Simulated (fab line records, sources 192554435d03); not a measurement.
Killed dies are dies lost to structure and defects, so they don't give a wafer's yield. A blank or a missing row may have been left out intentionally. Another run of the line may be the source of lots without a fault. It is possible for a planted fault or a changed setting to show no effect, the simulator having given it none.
The tool behind it: which one? | flow n5Finfet | at 1 step of a route of 1938, 10 lots with 29 wafers sampled

## WHAT EACH GAUGE READ, for each wafer
N5_BEOL_M15_INSPECT_30: inspects for defects (macro).
lot  | measured     | on               | rawDefectCount
L987 | day 13 15:10 | defectInspect-01 | 0 4 3
L988 | day 14 14:35 | defectInspect-01 | 2 0
L995 | day 15 12:28 | defectInspect-01 | 3 4 1
L997 | day 15 20:57 | defectInspect-01 | 4 0 4
L100 | day 16 04:10 | defectInspect-02 | 4 1 1
L102 | day 17 11:29 | defectInspect-02 | 2 2 2
L104 | day 17 12:16 | defectInspect-01 | 1 2 2
L105 | day 17 22:44 | defectInspect-02 | 4 1 5
L106 | day 18 16:13 | defectInspect-01 | 3 4 2
L107 | day 18 16:15 | defectInspect-01 | 1 1 5

## EACH LOT AND THE TOOL THAT RAN IT (in order: tool; ch and the chambers of the sampled wafers; start)
The record holds no process step before these readings.

## WHAT THE TOOLS THEMSELVES READ (means of the sampled wafers that have a number; where no wafer has one, the mark that the record gives instead)
The record holds no such reading with a usual standard deviation.

## THE ANSWER, worked out from the rows above alone
Rule: what is usual is taken from the lots themselves. The widest of any qualifying gaps counts: lots, ordered by their means at a reading, are off when they make up no more than a third of the lots, leave a main group of 4 or more, and stand apart from it by 3 or more times the standard deviation of that group's means. A main group is skipped when, at the precision printed for the reading in the tables above, its means are all equal. Also off: a lot with no number at a reading for which 4 or more lots have one. All remaining lots with rows at the step are treated as sound. First the gauges in route order, then the tools' own readings, where a lot's mean is used as printed above. The first step at which some lot is off is used, and at that step the reading that is off furthest; a lot without a number counts as furthest.
No lot is off on any of the readings shown, so nothing can be concluded from this.

## WHAT THE SIMULATOR PUT IN
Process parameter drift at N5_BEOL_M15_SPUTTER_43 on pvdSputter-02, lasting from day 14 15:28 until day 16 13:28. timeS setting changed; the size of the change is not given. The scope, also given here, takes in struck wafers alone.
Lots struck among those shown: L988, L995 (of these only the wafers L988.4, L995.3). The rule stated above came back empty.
